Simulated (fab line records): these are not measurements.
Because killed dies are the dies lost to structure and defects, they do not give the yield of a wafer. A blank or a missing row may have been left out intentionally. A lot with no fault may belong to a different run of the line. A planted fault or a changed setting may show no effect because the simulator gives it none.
Which of the tools did it?	flow n5 finfet	Sampling: 9 lots, 27 wafers, 6 of 1938 route steps

## WHAT THE GAUGES SHOWED, per wafer
N5_BEOL_M4_RC_MEAS_101. Usual: DIBL_N 36.8 mV/V, standard deviation 1.9; DIBL_P 36.5 mV/V, standard deviation 2.1; IOFF_N 0.17 nA/um, standard deviation 0.038; IOFF_P 0.22 nA/um, standard deviation 0.039; ION_N 675 uA/um, standard deviation 12; ION_P 463 uA/um, standard deviation 7.4; SS_N 71.6 mV/dec, standard deviation 0.71; SS_P 73.4 mV/dec, standard deviation 0.72; VT_N 249 mV, standard deviation 3.3; VT_P -250 mV, standard deviation 3.3.
lot	measured	on	DIBL_N (mV/V)	DIBL_P (mV/V)	IOFF_N (nA/um)	IOFF_P (nA/um)	ION_N (uA/um)	ION_P (uA/um)	SS_N (mV/dec)	SS_P (mV/dec)	VT_N (mV)	VT_P (mV)	flag
L505	day 9 05:13	prober-01	34.9 35.7 32.1	33.1 34.4 30.7	0.12 0.13 0.10	0.15 0.16 0.13	653 665 645	449 455 447	71.0 71.1 70.5	72.1 72.6 72.0	254 255 255	-257 -255 -255	
L510	day 10 14:47	prober-01	36.0 35.7 35.4	36.5 35.2 34.8	0.19 0.16 0.15	0.24 0.21 0.20	684 659 659	467 457 457	72.3 72.1 71.8	73.6 73.2 72.9	247 252 250	-248 -250 -248	
L509	day 10 19:06	prober-02	39.0 38.3 37.9	39.6 36.4 38.0	0.23 0.20 0.19	0.31 0.22 0.25	690 682 688	478 459 473	72.3 71.7 71.8	73.2 72.7 73.6	242 248 246	-245 -250 -247	
L507	day 10 21:26	prober-02	33.6 36.5 37.0	33.0 35.9 37.0	0.12 0.16 0.17	0.16 0.20 0.21	654 667 657	458 456 452	70.5 71.6 71.3	72.4 73.9 74.4	253 250 249	-254 -252 -250	
L519	day 14 01:32	prober-01	41.5 37.3 36.6	43.1 37.8 36.4	0.26 0.15 0.14	0.28 0.19 0.17	693 673 672	473 458 455	73.3 71.5 71.4	75.2 74.0 73.0	244 253 254	-251 -255 -256	
L521	day 14 18:22	prober-02	34.5 35.6 36.0	33.5 34.9 35.2	0.12 0.13 0.15	0.15 0.17 0.17	681 677 676	463 462 456	70.7 71.7 72.1	72.4 73.2 73.9	252 254 250	-252 -253 -254	
L524	day 14 21:04	prober-01	36.3 36.0 35.1	35.6 34.3 33.1	0.14 0.12 0.12	0.21 0.19 0.18	661 661 654	463 462 457	71.8 70.5 70.5	72.3 72.2 72.3	252 254 254	-248 -251 -250	
L523	day 15 01:47	prober-02	38.5 41.7 36.9	38.1 40.6 34.9	0.20 0.28 0.16	0.25 0.31 0.20	698 685 680	472 470 465	72.2 72.6 71.7	73.8 74.5 73.5	244 242 250	-247 -245 -251	
L522	day 15 02:19	prober-01	36.0 39.1 37.1	36.2 39.6 37.7	0.15 0.19 0.17	0.20 0.25 0.24	674 679 675	460 459 464	71.2 72.2 72.1	72.9 74.1 73.0	249 246 249	-252 -249 -252	

N5_BEOL_M11_OVL_MEAS_29. Usual: for V10_OVL the level is -0.4 nm and the standard deviation is 0.99.
lot	measured	on	V10_OVL (nm)	flag
L505	day 12 03:09	overlay-01	-0.7 0.8 0.3	
L510	day 13 15:55	overlay-01	0.4 0.8 -0.2	
L509	day 13 02:53	overlay-01	-1.9 -1.4 -1.4	
L507	day 13 16:05	overlay-02	-1.1 -1.4 0.0	
L519	day 16 15:56	overlay-01	-0.2 -0.3 -1.3	
L521	day 17 05:01	overlay-01	1.3 1.1 2.0	
L524	day 17 15:24	overlay-01	-0.5 -1.3 -0.9	
L523	day 17 18:15	overlay-01	-1.9 -2.1 -1.3	
L522	day 17 22:08	overlay-01	-0.5 -0.3 -0.2	

N5_BEOL_M11_OCD_MEAS_38. Usual: 148 nm for trench depth nm, sd 3.8.
lot	measured	on	trench depth nm (nm)	flag
L505	day 12 03:47	ocd-02	147 148 140	
L510	day 13 16:28	ocd-01	149 152 151	
L509	day 13 03:38	ocd-01	150 152 151	
L507	day 13 16:38	ocd-02	146 142 149	
L519	day 16 16:29	ocd-01	0 0 0	OFF
L521	day 17 05:48	ocd-01	0 1 0	OFF
L524	day 17 15:59	ocd-01	144 151 155	
L523	day 17 18:48	ocd-01	154 151 154	
L522	day 17 22:54	ocd-02	151 144 145	

N5_BEOL_M11_CD_MEAS_35: the cd target is 70 nm. Usual: 70.3 nm for cd nm, sd 0.62.
lot	measured	on	cd nm (nm)	flag
L505	day 12 03:56	cd sem-02	70.7 70.0 70.6	
L510	day 13 16:37	cd sem-02	71.2 69.6 70.6	
L509	day 13 03:47	cd sem-03	71.9 70.8 71.4	
L507	day 13 16:47	cd sem-03	70.1 69.9 70.8	
L519	day 16 16:38	cd sem-02	70.3 70.6 70.6	
L521	day 17 05:58	cd sem-03	69.8 71.3 69.5	
L524	day 17 16:09	cd sem-01	71.4 71.0 70.2	
L523	day 17 18:58	cd sem-03	70.4 69.9 70.8	
L522	day 17 23:03	cd sem-03	70.2 69.5 70.9	

## WHICH TOOL RAN EACH LOT (tool, then ch and the chambers of the sampled wafers, then the start)
lot	N5_BEOL_M11_DESCUM_33	N5_BEOL_M11_TRENCH_ETCH_37
L505	rie diel-05 ch 0,1,3, day 12 03:18	rie diel-05 ch 0,1,3, day 12 03:37
L510	rie diel-06 ch 0,2,3, day 13 15:58	rie diel-06 ch 0,2,3, day 13 16:17
L509	rie diel-06 ch 0,2,3, day 13 03:09	rie diel-06 ch 0,2,3, day 13 03:28
L507	rie diel-02 ch 0,1,3, day 13 16:08	rie diel-02 ch 0,1,3, day 13 16:27
L519	rie diel-06 ch 0,1,3, day 16 15:59	rie diel-06 ch 0,1,3, day 16 16:18
L521	rie diel-06 ch 1,2,3, day 17 05:19	rie diel-06 ch 1,2,3, day 17 05:37
L524	rie diel-06 ch 1,2,3, day 17 15:30	rie diel-06 ch 1,2,3, day 17 15:49
L523	rie diel-05 ch 2,3, day 17 18:19	rie diel-05 ch 2,3, day 17 18:37
L522	rie diel-06 ch 1,3, day 17 22:24	rie diel-06 ch 1,3, day 17 22:43
- N5_BEOL_M11_DESCUM_33: chemistry O2, time 7.9 s.
- N5_BEOL_M11_TRENCH_ETCH_37: etches SiCOH lowk in C4F6/O2, target depth 148.83 nm, time 48 s.

## WHAT THE TOOLS THEMSELVES READ (means of the sampled wafers that have a number; where no wafer has one, the mark that the record gives instead)
N5_BEOL_M11_DESCUM_33. Usual: drypump motor current A 6.1 A, standard deviation 0.49; oes product au 0.76 a.u., standard deviation 0.088; rf vpp V 242.9 V, standard deviation 1.4; showerhead plenum p Torr 2.08 Torr, standard deviation 0.071; throttle valve pct 20.48 %, standard deviation 0.25.
lot	tool	drypump motor current A (A)	oes product au (a.u.)	rf vpp V (V)	showerhead plenum p Torr (Torr)	throttle valve pct (%)	flag
L505	rie diel-05	5.6	0.76	242.5	2.06	20.36	
L510	rie diel-06	6.3	0.75	242.6	2.09	20.56	
L509	rie diel-06	6.3	0.75	243.2	2.09	20.55	
L507	rie diel-02	6.3	0.71	242.6	2.08	20.67	
L519	rie diel-06	5.9	0.75	243.6	2.09	20.43	
L521	rie diel-06	6.0	0.78	243.8	2.13	20.48	
L524	rie diel-06	6.0	0.78	243.7	2.13	20.49	
L523	rie diel-05	5.7	0.92	243.1	2.06	20.21	
L522	rie diel-06	5.7	0.70	242.7	2.05	20.43	

N5_BEOL_M11_TRENCH_ETCH_37. Usual: C4F6_flow_sccm 10.001 sccm, standard deviation 0.03; O2_flow_sccm 10.00 sccm, standard deviation 0.032; drypump motor current A 6.1 A, standard deviation 0.49; oes_o_777_au 0.76 a.u., standard deviation 0.084; oes product au 0.76 a.u., standard deviation 0.087; rf vpp V 669 V, standard deviation 12; showerhead plenum p Torr 2.83 Torr, standard deviation 0.093; throttle valve pct 20.96 %, standard deviation 0.27.
lot	tool	C4F6_flow_sccm (sccm)	O2_flow_sccm (sccm)	drypump motor current A (A)	oes_o_777_au (a.u.)	oes product au (a.u.)	rf vpp V (V)	showerhead plenum p Torr (Torr)	throttle valve pct (%)	flag
L505	rie diel-05	9.990	9.99	5.6	0.76	0.75	667	2.82	20.95	
L510	rie diel-06	9.987	10.01	6.2	0.75	0.75	676	2.85	21.07	
L509	rie diel-06	10.010	9.99	6.2	0.76	0.75	677	2.85	21.05	
L507	rie diel-02	9.999	9.99	6.3	0.73	0.72	668	2.82	21.09	
L519	rie diel-06	-	-	-	-	-	-	-	-	OFF
L521	rie diel-06	-	-	-	-	-	-	-	-	OFF
L524	rie diel-06	10.000	10.00	6.0	0.78	0.78	683	2.89	20.94	
L523	rie diel-05	10.019	10.03	5.7	0.93	0.92	654	2.81	20.78	
L522	rie diel-06	10.006	10.03	5.7	0.69	0.70	680	2.78	20.85	

## THE ANSWER, worked out from the rows above alone
Rule: a lot counts as off when the mean over its wafers that have a number is more than 3 standard deviations away from the usual mean. Also off: a lot with no number at a reading for which 4 or more lots have one. All remaining lots with rows at the step are treated as sound. First the gauges in route order, then the tools' own readings, where a lot's mean is used as printed above. At the first step where some lot is off, the reading lying furthest off is the one used; lots without a number count as furthest.
Off: L519, L521 (N5_BEOL_M11_OCD_MEAS_38, trench depth nm).
If a tool, at a process step before that reading, ran all the lots that are off and no sound lot after the first of them, it fits. Not tried: the gauges at N5_BEOL_M11_OCD_MEAS_38; whatever is off there is also off at N5_BEOL_M11_TRENCH_ETCH_37, on other tools, and gauge error can't account for it. Of those tried, none fits.

## WHAT THE SIMULATOR HAD INSERTED
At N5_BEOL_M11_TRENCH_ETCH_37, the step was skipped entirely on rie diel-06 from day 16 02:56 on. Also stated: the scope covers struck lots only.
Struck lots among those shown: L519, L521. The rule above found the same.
